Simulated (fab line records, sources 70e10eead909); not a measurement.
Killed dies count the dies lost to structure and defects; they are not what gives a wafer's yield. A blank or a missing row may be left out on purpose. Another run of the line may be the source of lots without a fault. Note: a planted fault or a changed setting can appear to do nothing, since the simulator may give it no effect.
fab line records -- flow nand-harc
[record] lots = 6, wafers = 18, last-day = 32
route steps=1302 shown A_DECK1_JOINT@541 A_ONON_D2@545 END@1302
lots that met no fault: taken from a fault-free run of the same line
start-h: start of the lot's first displayed wafer, in hours after the record's first day -- wait-h: time in hours since the lot's previous step -- " repeats the value in the row above -- L1.1+2: one row covering several wafers at once -- - value missing, or start not given -- * or withheld: withheld -- < > ~ a bound
route shown NAME@n: NAME is a module with steps in the file, n the number in the route of the first one -- usual: mean/standard deviation of fault-free wafers -- same: alike in all rows -- chamber/n: place in a boat -- sites: each site's reading -- _std_site: the values' standard deviation -- _edge_site: outer sites' mean less inner sites' -- radius-mm: for every site, how far away it sits from the centre of the wafer -- mask NAME#n: copy n -- behind: tool/chamber where the wafer was last shaped -- hold: cause of the lot's hold/its duration in hours/its outcome -- device: the transistor (n, p or np) that didn't switch -- end of line: the same wafers' tests at the end of the route -- a step given without rows: its recipe and nothing more -- killed: the dies lost at the first sort to structure and to defects; this is not the yield of the wafer -- map: dies across one wafer; x = killed, . = not, _ = none there
set.NAME: the setting that was run; set.NAME@STEP: the one run at that earlier step -- model.NAME: the simulator's own value behind a step, which no gauge read
lots seen at some steps along the route; tables by step, rows by wafer
services: a tool's chamber out of use, with start hour (start-h, from the record's first day; less than 0 if before it), hours out, and reason
[[steps]]
[step NHARC_A_DECK1_JOINT_SRD_15]
[step NHARC_A_DECK1_JOINT_DEP_16]
[recipe] target-thk-a = 450, temp-c = 400, pressure-torr = 6.5, rf-w = 900, teos-flow-sccm = 161.4, flow-sccm = 2650, target-thk-nm = 45, gas = O2, material = SiO2
[usual] heater-power-w = 564/71, throttle-valve-pct = 16.1/0.4
lot.wafer,tool,chamber,start-h,wait-h,heater-power-w,throttle-valve-pct
L502.1,pecvd-02,1,302.50,0.1,613,16.0
L502.2,pecvd-02,2,302.50,0.1,424,16.6
L502.4,pecvd-02,2,302.50,0.1,451,16.5
L505.2,pecvd-03,1,329.77,0.1,617,16.3
L505.5,pecvd-03,0,329.77,0.1,715,16.5
L505.6,pecvd-03,2,329.77,0.1,539,16.1
L512.1,pecvd-02,0,391.82,0.1,536,16.1
L512.6,pecvd-02,0,391.82,0.1,548,16.6
L512.5,pecvd-02,2,391.82,0.1,506,17.1
L514.2,pecvd-03,0,413.47,0.1,696,16.5
L514.6,pecvd-03,2,413.47,0.1,499,15.8
L514.4,pecvd-03,0,413.47,0.1,682,16.8
L517.1,pecvd-01,0,448.16,0.1,525,15.8
L517.3,pecvd-01,1,448.16,0.1,419,15.6
L517.6,pecvd-01,0,448.16,0.1,507,16.0
L519.2,pecvd-02,0,466.40,0.1,549,16.1
L519.3,pecvd-02,2,466.40,0.1,495,16.4
L519.4,pecvd-02,0,466.40,0.1,543,15.9
[step NHARC_A_DECK1_JOINT_THK_MEAS_17]
[recipe] thk-meas-gauge = ellipsometry
[usual] thk-nm = 45.2/1.2
lot.wafer,tool,chamber,start-h,wait-h,thk-nm
L502.1,film-metro-01,-,302.75,0.2,45.0
L502.2,film-metro-01,-,302.75,0.2,44.4
L502.4,film-metro-01,-,302.75,0.2,46.2
L505.2,film-metro-02,-,330.02,0.2,45.6
L505.5,film-metro-02,-,330.02,0.2,47.0
L505.6,film-metro-02,-,330.02,0.2,46.0
L512.1,film-metro-01,-,392.10,0.3,45.1
L512.5,film-metro-01,-,392.10,0.3,43.8
L512.6,film-metro-01,-,392.10,0.3,45.4
L514.2,film-metro-01,-,413.72,0.2,47.0
L514.4,film-metro-01,-,413.72,0.2,43.8
L514.6,film-metro-01,-,413.72,0.2,46.3
L517.1,film-metro-02,-,448.41,0.2,43.8
L517.3,film-metro-02,-,448.41,0.2,43.2
L517.6,film-metro-02,-,448.41,0.2,44.8
L519.2,film-metro-02,-,466.73,0.3,44.5
L519.3,film-metro-02,-,466.73,0.3,44.0
L519.4,film-metro-02,-,466.73,0.3,43.1
[step NHARC_A_DECK1_JOINT_INSPECT_05]
[usual] raw-defect-count = 314/110
lot.wafer,tool,chamber,start-h,wait-h,raw-defect-count
L502.1,defect-inspect-02,-,302.79,0.0,237
L502.2,defect-inspect-02,-,302.79,0.0,326
L502.4,defect-inspect-02,-,302.79,0.0,256
L505.2,defect-inspect-01,-,330.06,0.0,224
L505.5,defect-inspect-01,-,330.06,0.0,186
L505.6,defect-inspect-01,-,330.06,0.0,371
L512.1,defect-inspect-02,-,392.13,0.0,306
L512.5,defect-inspect-02,-,392.13,0.0,295
L512.6,defect-inspect-02,-,392.13,0.0,269
L514.2,defect-inspect-02,-,413.76,0.0,255
L514.4,defect-inspect-02,-,413.76,0.0,265
L514.6,defect-inspect-02,-,413.76,0.0,282
L517.1,defect-inspect-02,-,448.45,0.0,512
L517.3,defect-inspect-02,-,448.45,0.0,367
L517.6,defect-inspect-02,-,448.45,0.0,209
L519.2,defect-inspect-01,-,466.76,0.0,679
L519.3,defect-inspect-01,-,466.76,0.0,474
L519.4,defect-inspect-01,-,466.76,0.0,432
[step NHARC_A_ONON_D2_DEP_00]
[recipe] target-thk-a = 10000, n2-flow-sccm = 2750, n2o-flow-sccm = 2000, nh3-flow-sccm = 500, sih4-flow-sccm = 210, temp-c = 400
[step NHARC_A_ONON_D2_THK_MEAS_02]
[recipe] thk-meas-gauge = ellipsometry
[usual] thk-nm = 1000/12
lot.wafer,tool,chamber,start-h,wait-h,thk-nm
L502.1,film-metro-02,-,303.37,-,992
L502.2,film-metro-02,-,303.37,-,995
L502.4,film-metro-02,-,303.37,-,995
L505.2,film-metro-01,-,330.64,-,993
L505.5,film-metro-01,-,330.64,-,991
L505.6,film-metro-01,-,330.64,-,991
L512.1,film-metro-02,-,392.71,-,1020
L512.5,film-metro-02,-,392.71,-,1021
L512.6,film-metro-02,-,392.71,-,1020
L514.2,film-metro-01,-,414.34,-,987
L514.4,film-metro-01,-,414.34,-,987
L514.6,film-metro-01,-,414.34,-,987
L517.1,film-metro-01,-,449.03,-,1005
L517.3,film-metro-01,-,449.03,-,1005
L517.6,film-metro-01,-,449.03,-,1004
L519.2,film-metro-01,-,467.34,-,984
L519.3,film-metro-01,-,467.34,-,982
L519.4,film-metro-01,-,467.34,-,982
[step NHARC_A_ONON_D2_DEP_03]
[recipe] target-thk-a = 10000, n2-flow-sccm = 2750, n2o-flow-sccm = 2000, nh3-flow-sccm = 500, sih4-flow-sccm = 210, temp-c = 400
[step NHARC_A_ONON_D2_THK_MEAS_05]
[recipe] thk-meas-gauge = ellipsometry
[usual] thk-nm = 1000/9.6
lot.wafer,tool,chamber,start-h,wait-h,thk-nm
L502.1,film-metro-02,-,303.94,-,988
L502.2,film-metro-02,-,303.94,-,987
L502.4,film-metro-02,-,303.94,-,988
L505.2,film-metro-01,-,331.20,-,1000
L505.5,film-metro-01,-,331.20,-,999
L505.6,film-metro-01,-,331.20,-,1001
L512.1,film-metro-01,-,393.27,-,995
L512.5,film-metro-01,-,393.27,-,995
L512.6,film-metro-01,-,393.27,-,995
L514.2,film-metro-01,-,414.91,-,994
L514.4,film-metro-01,-,414.91,-,993
L514.6,film-metro-01,-,414.91,-,994
L517.1,film-metro-01,-,449.59,-,1019
L517.3,film-metro-01,-,449.59,-,1020
L517.6,film-metro-01,-,449.59,-,1019
L519.2,film-metro-02,-,467.91,-,985
L519.3,film-metro-02,-,467.91,-,986
L519.4,film-metro-02,-,467.91,-,986
[step NHARC_A_ONON_D2_DEP_06]
[recipe] target-thk-a = 10000, n2-flow-sccm = 2750, n2o-flow-sccm = 2000, nh3-flow-sccm = 500, sih4-flow-sccm = 210, temp-c = 400
[step NHARC_A_ONON_D2_THK_MEAS_08]
[recipe] thk-meas-gauge = ellipsometry
[usual] thk-nm = 1001/11
lot.wafer,tool,chamber,start-h,wait-h,thk-nm
L502.1,film-metro-02,-,304.51,-,1009
L502.2,film-metro-02,-,304.51,-,1007
L502.4,film-metro-02,-,304.51,-,1005
L505.2,film-metro-01,-,331.77,-,993
L505.5,film-metro-01,-,331.77,-,993
L505.6,film-metro-01,-,331.77,-,994
L512.1,film-metro-02,-,393.84,-,1012
L512.5,film-metro-02,-,393.84,-,1011
L512.6,film-metro-02,-,393.84,-,1014
L514.2,film-metro-02,-,415.48,-,1017
L514.4,film-metro-02,-,415.48,-,1018
L514.6,film-metro-02,-,415.48,-,1019
L517.1,film-metro-02,-,450.15,-,1014
L517.3,film-metro-02,-,450.15,-,1012
L517.6,film-metro-02,-,450.15,-,1011
L519.2,film-metro-02,-,468.48,-,998
L519.3,film-metro-02,-,468.48,-,999
L519.4,film-metro-02,-,468.48,-,996
[step NHARC_A_ONON_D2_DEP_09]
[recipe] target-thk-a = 10000, n2-flow-sccm = 2750, n2o-flow-sccm = 2000, nh3-flow-sccm = 500, sih4-flow-sccm = 210, temp-c = 400
[step NHARC_A_ONON_D2_THK_MEAS_11]
[recipe] thk-meas-gauge = ellipsometry
[usual] thk-nm = 999/13
lot.wafer,tool,chamber,start-h,wait-h,thk-nm
L502.1,film-metro-02,-,305.08,-,994
L502.2,film-metro-02,-,305.08,-,993
L502.4,film-metro-02,-,305.08,-,992
L505.2,film-metro-01,-,332.34,-,1007
L505.5,film-metro-01,-,332.34,-,1006
L505.6,film-metro-01,-,332.34,-,1005
L512.1,film-metro-02,-,394.41,-,979
L512.5,film-metro-02,-,394.41,-,978
L512.6,film-metro-02,-,394.41,-,979
L514.2,film-metro-02,-,416.05,-,1006
L514.4,film-metro-02,-,416.05,-,1005
L514.6,film-metro-02,-,416.05,-,1007
L517.1,film-metro-01,-,450.72,-,992
L517.3,film-metro-01,-,450.72,-,994
L517.6,film-metro-01,-,450.72,-,991
L519.2,film-metro-02,-,469.04,-,997
L519.3,film-metro-02,-,469.04,-,997
L519.4,film-metro-02,-,469.04,-,997
[step NHARC_A_ONON_D2_DEP_12]
[recipe] target-thk-a = 10000, n2-flow-sccm = 2750, n2o-flow-sccm = 2000, nh3-flow-sccm = 500, sih4-flow-sccm = 210, temp-c = 400
[usual] nh3-flow-sccm = 500.2/1.6
lot.wafer,tool,chamber,start-h,wait-h,nh3-flow-sccm
L502.1,pecvd-onon-02,0,305.14,0.1,502.4
L502.2,pecvd-onon-02,0,305.14,0.1,502.1
L502.4,pecvd-onon-02,0,305.14,0.1,503.8
L505.2,pecvd-onon-01,0,332.45,0.1,501.1
L505.5,pecvd-onon-01,0,332.45,0.1,501.8
L505.6,pecvd-onon-01,0,332.45,0.1,501.2
L512.1,pecvd-onon-01,0,394.47,0.1,498.5
L512.5,pecvd-onon-01,0,394.47,0.1,500.2
L512.6,pecvd-onon-01,0,394.47,0.1,500.4
L514.2,pecvd-onon-01,0,416.16,0.1,500.8
L514.4,pecvd-onon-01,0,416.16,0.1,497.7
L514.6,pecvd-onon-01,0,416.16,0.1,500.6
L517.1,pecvd-onon-03,0,450.78,0.1,497.3
L517.3,pecvd-onon-03,0,450.78,0.1,499.2
L517.6,pecvd-onon-03,0,450.78,0.1,500.8
L519.2,pecvd-onon-03,0,469.16,0.1,499.5
L519.3,pecvd-onon-03,0,469.16,0.1,497.2
L519.4,pecvd-onon-03,0,469.16,0.1,498.2
[step NHARC_A_ONON_D2_THK_MEAS_14]
[recipe] thk-meas-gauge = ellipsometry
[usual] thk-nm = 999/9.5
lot.wafer,tool,chamber,start-h,wait-h,thk-nm
L502.1,film-metro-02,-,305.65,-,996
L502.2,film-metro-02,-,305.65,-,995
L502.4,film-metro-02,-,305.65,-,996
L505.2,film-metro-01,-,332.92,-,995
L505.5,film-metro-01,-,332.92,-,997
L505.6,film-metro-01,-,332.92,-,995
L512.1,film-metro-02,-,394.98,-,567
L512.5,film-metro-02,-,394.98,-,566
L512.6,film-metro-02,-,394.98,-,567
L514.2,film-metro-02,-,416.62,-,554
L514.4,film-metro-02,-,416.62,-,555
L514.6,film-metro-02,-,416.62,-,554
L517.1,film-metro-01,-,451.28,-,1005
L517.3,film-metro-01,-,451.28,-,1003
L517.6,film-metro-01,-,451.28,-,1006
L519.2,film-metro-02,-,469.61,-,1001
L519.3,film-metro-02,-,469.61,-,1002
L519.4,film-metro-02,-,469.61,-,1001
[step NHARC_A_ONON_D2_ANNEAL_15]
[recipe] temp-c = 750, time-s = 3600
[step NHARC_END_SORT_01]
[recipe] temp-c = 25
[usual] killed-at-array = 65/19, killed-at-other = 0.9/1.1, killed-at-periphery = 3.5/2.3, killed-dies = 69/19, killed-open = 3.2/1.8, killed-short = 2.4/1.5
[same] gross-dies = 677
lot.wafer,tool,chamber,start-h,wait-h,killed-at-array,killed-at-other,killed-at-periphery,killed-dies,killed-open,killed-short
L502.1,prober-01,0,587.54,2.5,58,0,0,58,3,2
L502.2,prober-01,0,588.34,2.8,61,1,1,63,5,2
L502.4,prober-01,0,589.94,3.4,63,1,6,70,6,4
L512.1,prober-01,0,676.05,2.5,675,1,1,677,4,2
L512.5,prober-01,0,679.32,3.8,675,0,2,677,4,1
L512.6,prober-01,0,680.14,4.1,677,0,0,677,3,0
L514.2,prober-01,0,705.76,2.8,674,1,2,677,1,3
L514.4,prober-01,0,707.35,3.4,675,0,2,677,2,1
L514.6,prober-01,0,708.95,4.0,675,1,1,677,1,4
// killed by level:class
L502.1 A_CHANNEL_HOLE_D1:chamber-film-flake=33 A_CHANNEL_HOLE_D2:chamber-film-flake=10 A_CONTACT:chamber-film-flake=6 A_STAIRCASE:chamber-film-flake=2 A_ONON_D1:geometric-particle:short=1 A_CHANNEL_FILL_D1:geometric-particle:open=1 A_DECK1_JOINT:geometric-particle:open=1 A_CHANNEL_HOLE_D2:geometric-particle:short=1
L502.2 A_CHANNEL_HOLE_D1:chamber-film-flake=33 A_CHANNEL_HOLE_D2:chamber-film-flake=12 A_CONTACT:chamber-film-flake=4 A_ONON_D2:geometric-particle:open=2 A_DECK1_JOINT:chamber-film-flake=2 A_CHANNEL_FILL_D1:geometric-particle:short=1 A_WL_FILL:geometric-particle:open=1 A_CONTACT:geometric-particle:short=1
L502.4 A_CHANNEL_HOLE_D1:chamber-film-flake=40 A_CHANNEL_HOLE_D2:chamber-film-flake=8 A_DECK1_JOINT:geometric-particle:open=3 P_STI:chamber-film-flake=3 A_CONTACT:chamber-film-flake=3 A_CHANNEL_FILL_D2:geometric-particle:short=2 P_CONTACT:chamber-film-flake=2 P_CONTACT:geometric-particle:open=1
L512.1 A_ONON_D2:area-dep=600 A_CHANNEL_HOLE_D1:chamber-film-flake=35 A_CHANNEL_HOLE_D2:chamber-film-flake=19 A_STAIRCASE:chamber-film-flake=6 A_CONTACT:chamber-film-flake=5 A_SLIT:chamber-film-flake=2 A_CHANNEL_FILL_D1:geometric-particle:short=1 A_CHANNEL_FILL_D1:geometric-particle:open=1
L512.5 A_ONON_D2:area-dep=608 A_CHANNEL_HOLE_D1:chamber-film-flake=28 A_CHANNEL_HOLE_D2:chamber-film-flake=23 A_CONTACT:chamber-film-flake=6 A_STAIRCASE:chamber-film-flake=4 P_M1:geometric-particle:open=1 A_ONON_D2:geometric-particle:open=1 A_CHANNEL_HOLE_D2:geometric-particle:open=1
L512.6 A_ONON_D2:area-dep=605 A_CHANNEL_HOLE_D1:chamber-film-flake=41 A_CHANNEL_HOLE_D2:chamber-film-flake=19 A_STAIRCASE:chamber-film-flake=3 A_CONTACT:chamber-film-flake=3 A_CHANNEL_FILL_D2:geometric-particle:open=2 A_WL_FILL:chamber-film-flake=2 A_WL_FILL:geometric-particle:open=1
L514.2 A_ONON_D2:area-dep=607 A_SLIT:chamber-film-flake=33 A_CHANNEL_HOLE_D1:chamber-film-flake=27 A_DECK1_JOINT:chamber-film-flake=2 P_GATE:geometric-particle:short=1 P_CONTACT:geometric-particle:short=1 A_CHANNEL_FILL_D1:geometric-particle:short=1 A_M0:geometric-particle:open=1
L514.4 A_ONON_D2:area-dep=593 A_CHANNEL_HOLE_D1:chamber-film-flake=37 A_SLIT:chamber-film-flake=35 A_WL_FILL:chamber-film-flake=3 A_ZERO_WELL:chamber-film-flake=2 P_CONTACT:geometric-particle:open=1 P_M0:geometric-particle:open=1 A_CHANNEL_HOLE_D2:geometric-particle:short=1
L514.6 A_ONON_D2:area-dep=602 A_CHANNEL_HOLE_D1:chamber-film-flake=34 A_SLIT:chamber-film-flake=30 A_CHANNEL_FILL_D1:geometric-particle:short=3 A_ZERO_WELL:chamber-film-flake=2 P_M1:geometric-particle:open=1 A_SGD_CUT:geometric-particle:short=1 A_CHANNEL_FILL_D1:chamber-film-flake=1
// map L512.1 (x killed, . not)
____________x____________
_________xxxxxxx_________
_______xxxxxxxxxxx_______
______xxxxxxxxxxxxx______
_____xxxxxxxxxxxxxxx_____
____xxxxxxxxxxxxxxxxx____
____xxxxxxxxxxxxxxxxx____
___xxxxxxxxxxxxxxxxxxx___
___xxxxxxxxxxxxxxxxxxx___
__xxxxxxxxxxxxxxxxxxxxx__
__xxxxxxxxxxxxxxxxxxxxx__
_xxxxxxxxxxxxxxxxxxxxxxx_
_xxxxxxxxxxxxxxxxxxxxxxx_
_xxxxxxxxxxxxxxxxxxxxxxx_
_xxxxxxxxxxxxxxxxxxxxxxx_
_xxxxxxxxxxxxxxxxxxxxxxx_
xxxxxxxxxxxxxxxxxxxxxxxxx
xxxxxxxxxxxxxxxxxxxxxxxxx
xxxxxxxxxxxxxxxxxxxxxxxxx
xxxxxxxxxxxxxxxxxxxxxxxxx
xxxxxxxxxxxxxxxxxxxxxxxxx
_xxxxxxxxxxxxxxxxxxxxxxx_
_xxxxxxxxxxxxxxxxxxxxxxx_
_xxxxxxxxxxxxxxxxxxxxxxx_
_xxxxxxxxxxxxxxxxxxxxxxx_
_xxxxxxxxxxxxxxxxxxxxxxx_
__xxxxxxxxxxxxxxxxxxxxx__
__xxxxxxxxxxxxxxxxxxxxx__
___xxxxxxxxxxxxxxxxxxx___
___xxxxxxxxxxxxxxxxxxx___
____xxxxxxxxxxxxxxxxx____
____xxxxxxxxxxxxxxxxx____
_____xxxxxxxxxxxxxxx_____
______xxxxxxxxxxxxx______
_______xxxxxxxxxxx_______
_________xxxxxxx_________
____________x____________
// map L514.2 (x killed, . not)
____________x____________
_________xxxxxxx_________
_______xxxxxxxxxxx_______
______xxxxxxxxxxxxx______
_____xxxxxxxxxxxxxxx_____
____xxxxxxxxxxxxxxxxx____
____xxxxxxxxxxxxxxxxx____
___xxxxxxxxxxxxxxxxxxx___
___xxxxxxxxxxxxxxxxxxx___
__xxxxxxxxxxxxxxxxxxxxx__
__xxxxxxxxxxxxxxxxxxxxx__
_xxxxxxxxxxxxxxxxxxxxxxx_
_xxxxxxxxxxxxxxxxxxxxxxx_
_xxxxxxxxxxxxxxxxxxxxxxx_
_xxxxxxxxxxxxxxxxxxxxxxx_
_xxxxxxxxxxxxxxxxxxxxxxx_
xxxxxxxxxxxxxxxxxxxxxxxxx
xxxxxxxxxxxxxxxxxxxxxxxxx
xxxxxxxxxxxxxxxxxxxxxxxxx
xxxxxxxxxxxxxxxxxxxxxxxxx
xxxxxxxxxxxxxxxxxxxxxxxxx
_xxxxxxxxxxxxxxxxxxxxxxx_
_xxxxxxxxxxxxxxxxxxxxxxx_
_xxxxxxxxxxxxxxxxxxxxxxx_
_xxxxxxxxxxxxxxxxxxxxxxx_
_xxxxxxxxxxxxxxxxxxxxxxx_
__xxxxxxxxxxxxxxxxxxxxx__
__xxxxxxxxxxxxxxxxxxxxx__
___xxxxxxxxxxxxxxxxxxx___
___xxxxxxxxxxxxxxxxxxx___
____xxxxxxxxxxxxxxxxx____
____xxxxxxxxxxxxxxxxx____
_____xxxxxxxxxxxxxxx_____
______xxxxxxxxxxxxx______
_______xxxxxxxxxxx_______
_________xxxxxxx_________
____________x____________
[[services]]
tool,chamber,start-h,hours,kind
pecvd-01,-,296.58,1.5,repair
pecvd-01,-,311.22,13.0,pm
pecvd-01,0,311.22,13.0,vent-cycle
pecvd-01,1,311.22,13.0,vent-cycle
pecvd-02,1,331.67,18.1,repair
pecvd-onon-02,-,366.11,13.0,pm
pecvd-03,-,366.57,13.0,pm
pecvd-03,0,366.57,13.1,vent-cycle
pecvd-03,1,366.57,13.0,vent-cycle
pecvd-03,2,366.57,13.0,vent-cycle
pecvd-03,1,379.57,-,clean
pecvd-03,2,379.57,-,clean
pecvd-02,-,408.09,13.0,pm
pecvd-02,0,408.09,13.0,vent-cycle
pecvd-02,1,408.09,13.0,vent-cycle
pecvd-02,2,408.09,13.0,vent-cycle
pecvd-onon-03,-,408.29,13.0,pm
pecvd-02,0,421.09,-,clean
pecvd-02,1,421.09,-,clean
pecvd-02,2,421.09,-,clean
pecvd-onon-02,-,439.45,1.3,repair
pecvd-02,-,439.73,0.7,repair
pecvd-onon-01,-,450.45,13.0,pm
pecvd-02,1,462.07,10.2,repair
[[key]]
[first-sign] step = NHARC_A_ONON_D2_THK_MEAS_14, reading = thk-nm, direction = down, sigmas = 46, usual = 999, struck = 561
[effect] step = NHARC_END_SORT_01, reading = killed-at-array, direction = up, sigmas = 32, usual = 65, struck = 675
[more-kills-born-at] NHARC_A_ONON_D2_DEP_12@pecvd-onon-01 = 3615
met-at NHARC_A_ONON_D2_DEP_12
struck-wafers L512.1,L512.5,L512.6,L514.2,L514.4,L514.6
later-rows-left-out L512.1,L512.5,L512.6,L514.2,L514.4,L514.6
tester-left-out L512,L514
onset-between 332.45 394.47
[fault] kind = process-parameter-drift, tool = pecvd-onon-01, chamber = -, onset-h = 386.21, steps = NHARC_A_ONON_D2_DEP_12, channel = target-thk-a, offset = *, shape = step, end-h = 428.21, acts-in = *, stated = *
// tester-left-out: of these lots the tester's yield and bins aren't shown, on N5 and GAA mostly nor the transistor test; their killed dies are dies lost to structure and defects alone, not to doping, threshold or leakage, so they don't give the yield
// later-rows-left-out: the simulator's readings of these wafers behind a module that went badly wrong aren't trusted and aren't shown, but for the sort
